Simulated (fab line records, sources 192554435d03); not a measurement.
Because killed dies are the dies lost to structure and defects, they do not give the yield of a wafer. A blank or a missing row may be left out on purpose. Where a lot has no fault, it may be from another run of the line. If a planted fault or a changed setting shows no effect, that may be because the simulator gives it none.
Lot-split experiment / flow n5 finfet / 7 lots, 21 wafers read, on a route of 1938 steps

THE SPLIT
At N5_BEOL_M10_COAT_63 (time 60 s, resist thk 100 nm), the setting spin rpm was moved away from the recipe's 1500 rpm on 8 of the 21 wafers read, by -7.5% to -2.9%. This setting was run at the recipe's value on the other wafers.

FROM THE SPLIT TO THE READING: what the file shows between them, 4 steps
- N5_BEOL_M10_COAT_64: time 60 s, resist thk 30 nm
- N5_BEOL_M10_COAT_22: resist thk 90 nm
- N5_BEOL_M10_DESCUM_33: chemistry O2, time 7.9 s
- N5_BEOL_M10_ETCH_65: etches SiARC in CF4, target depth 39 nm, time 65 s

THE READING
etch.depth nm (the simulator's own value, which no gauge read), in nm, at N5_BEOL_M10_ETCH_66 (etches SOC in N2/H2, target depth 120 nm, overetch 24 nm, time 180 s). The file gives no usual value for it. Average 100.32 nm, standard deviation 0.33 nm, over the 13 wafers here run with the recipe.

wafer=L075.3; tool, chamber at the split=litho track-03, 0; spin rpm as run, rpm=1500; against the recipe=recipe; etch.depth nm, nm=100.2; against lot-mates on the recipe=-
wafer=L075.5; tool, chamber at the split=litho track-03, 0; spin rpm as run, rpm=1500; against the recipe=recipe; etch.depth nm, nm=99.93; against lot-mates on the recipe=-
wafer=L075.6; tool, chamber at the split=litho track-03, 0; spin rpm as run, rpm=1500; against the recipe=recipe; etch.depth nm, nm=100.4; against lot-mates on the recipe=-
wafer=L077.1; tool, chamber at the split=litho track-02, 0; spin rpm as run, rpm=1416; against the recipe=-5.6%; etch.depth nm, nm=103.4; against lot-mates on the recipe=+2.80
wafer=L077.6; tool, chamber at the split=litho track-02, 0; spin rpm as run, rpm=1416; against the recipe=-5.6%; etch.depth nm, nm=103.4; against lot-mates on the recipe=+2.80
wafer=L077.2; tool, chamber at the split=litho track-02, 0; spin rpm as run, rpm=1500; against the recipe=recipe; etch.depth nm, nm=100.6; against lot-mates on the recipe=-
wafer=L083.1; tool, chamber at the split=litho track-05, 0; spin rpm as run, rpm=1500; against the recipe=recipe; etch.depth nm, nm=100.5; against lot-mates on the recipe=-
wafer=L083.6; tool, chamber at the split=litho track-05, 0; spin rpm as run, rpm=1500; against the recipe=recipe; etch.depth nm, nm=100.5; against lot-mates on the recipe=-
wafer=L083.3; tool, chamber at the split=litho track-05, 0; spin rpm as run, rpm=1500; against the recipe=recipe; etch.depth nm, nm=100.4; against lot-mates on the recipe=-
wafer=L080.1; tool, chamber at the split=litho track-03, 0; spin rpm as run, rpm=1448; against the recipe=-3.5%; etch.depth nm, nm=101.7; against lot-mates on the recipe=+1.78
wafer=L080.3; tool, chamber at the split=litho track-03, 0; spin rpm as run, rpm=1448; against the recipe=-3.5%; etch.depth nm, nm=101.8; against lot-mates on the recipe=+1.88
wafer=L080.6; tool, chamber at the split=litho track-03, 0; spin rpm as run, rpm=1500; against the recipe=recipe; etch.depth nm, nm=99.92; against lot-mates on the recipe=-
wafer=L091.2; tool, chamber at the split=litho track-02, 0; spin rpm as run, rpm=1500; against the recipe=recipe; etch.depth nm, nm=100.9; against lot-mates on the recipe=-
wafer=L091.5; tool, chamber at the split=litho track-02, 0; spin rpm as run, rpm=1457; against the recipe=-2.9%; etch.depth nm, nm=102.1; against lot-mates on the recipe=+1.25
wafer=L091.6; tool, chamber at the split=litho track-02, 0; spin rpm as run, rpm=1500; against the recipe=recipe; etch.depth nm, nm=100.8; against lot-mates on the recipe=-
wafer=L090.3; tool, chamber at the split=litho track-05, 0; spin rpm as run, rpm=1500; against the recipe=recipe; etch.depth nm, nm=100.1; against lot-mates on the recipe=-
wafer=L090.5; tool, chamber at the split=litho track-05, 0; spin rpm as run, rpm=1500; against the recipe=recipe; etch.depth nm, nm=100.2; against lot-mates on the recipe=-
wafer=L090.6; tool, chamber at the split=litho track-05, 0; spin rpm as run, rpm=1388; against the recipe=-7.5%; etch.depth nm, nm=104.4; against lot-mates on the recipe=+4.25
wafer=L095.2; tool, chamber at the split=litho track-03, 0; spin rpm as run, rpm=1447; against the recipe=-3.5%; etch.depth nm, nm=101.6; against lot-mates on the recipe=+1.86
wafer=L095.3; tool, chamber at the split=litho track-03, 0; spin rpm as run, rpm=1447; against the recipe=-3.5%; etch.depth nm, nm=101.7; against lot-mates on the recipe=+1.96
wafer=L095.6; tool, chamber at the split=litho track-03, 0; spin rpm as run, rpm=1500; against the recipe=recipe; etch.depth nm, nm=99.74; against lot-mates on the recipe=-

THE FIT
A straight line over all 21 wafers: etch.depth nm changes by -0.516 nm for each +1% of spin rpm; r = -0.96; the points scatter about the line by 0.35 nm.
The same after taking each lot's own level away (the mean of its wafers on the recipe; 21 wafers): -0.531 nm for each +1%; r = -0.99; scatter 0.14 nm.
On that fit, the largest move of spin rpm shifts the reading by 4 nm.
From 99.740 to 100.850 nm: that is the span of the lots' own levels, equal to 3.3 times the standard deviation above.
So the lot-to-lot level changes the slope little: the two slopes agree.
Check: +3.8 nm against its lot-mates is what the line predicts for one of the wafers moved furthest among these (-7.5%) when that wafer is left out of the fit. Against them it came out at +4.25 nm.

OTHER SPLITS APPLIED TO THESE WAFERS
Other splits were also applied to these wafers ahead of the reading. Each is held against what the fit with the lots' levels taken away leaves over:
other split on the same wafers=N5_BEOL_M4_COAT_67 spin rpm; wafers away from the commonest value=9; r with etch.depth nm (lot level and that fit taken away)=-0.14
other split on the same wafers=N5_BEOL_M7_DESCUM_33 time s; wafers away from the commonest value=8; r with etch.depth nm (lot level and that fit taken away)=+0.23
other split on the same wafers=N5_BEOL_M7_TRENCH_ETCH_37 source w; wafers away from the commonest value=6; r with etch.depth nm (lot level and that fit taken away)=+0.05
other split on the same wafers=N5_BEOL_M8_DESCUM_33 time s; wafers away from the commonest value=5; r with etch.depth nm (lot level and that fit taken away)=-0.27
other split on the same wafers=N5_BEOL_M8_ETCH_72 h2 flow sccm; wafers away from the commonest value=2; r with etch.depth nm (lot level and that fit taken away)=-0.33
other split on the same wafers=N5_BEOL_M9_ILD_DEP_00 time s; wafers away from the commonest value=8; r with etch.depth nm (lot level and that fit taken away)=-0.05
other split on the same wafers=N5_BEOL_M10_ETCH_62 time s; wafers away from the commonest value=5; r with etch.depth nm (lot level and that fit taken away)=-0.07

THE WHOLE CHAIN: every reading that the file lists as answering this split, in the file's order
step=N5_BEOL_M10_COAT_63; what it does=time 60 s, resist thk 100 nm; reading=SOC_of_BEOL_M10_COAT_63.thk nm (the simulator's own value, which no gauge read); change (the file's fit)=-0.528 nm for each +1% of the setting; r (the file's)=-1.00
step=N5_BEOL_M10_ETCH_66; what it does=etches SOC in N2/H2, target depth 120 nm, overetch 24 nm, time 180 s; reading=etch.depth nm (the simulator's own value, which no gauge read); change (the file's fit)=-0.54 nm for each +1% of the setting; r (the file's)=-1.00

FILE'S OWN FIT
etch.depth nm changes by -0.54 nm for each +1% of spin rpm, r = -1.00.
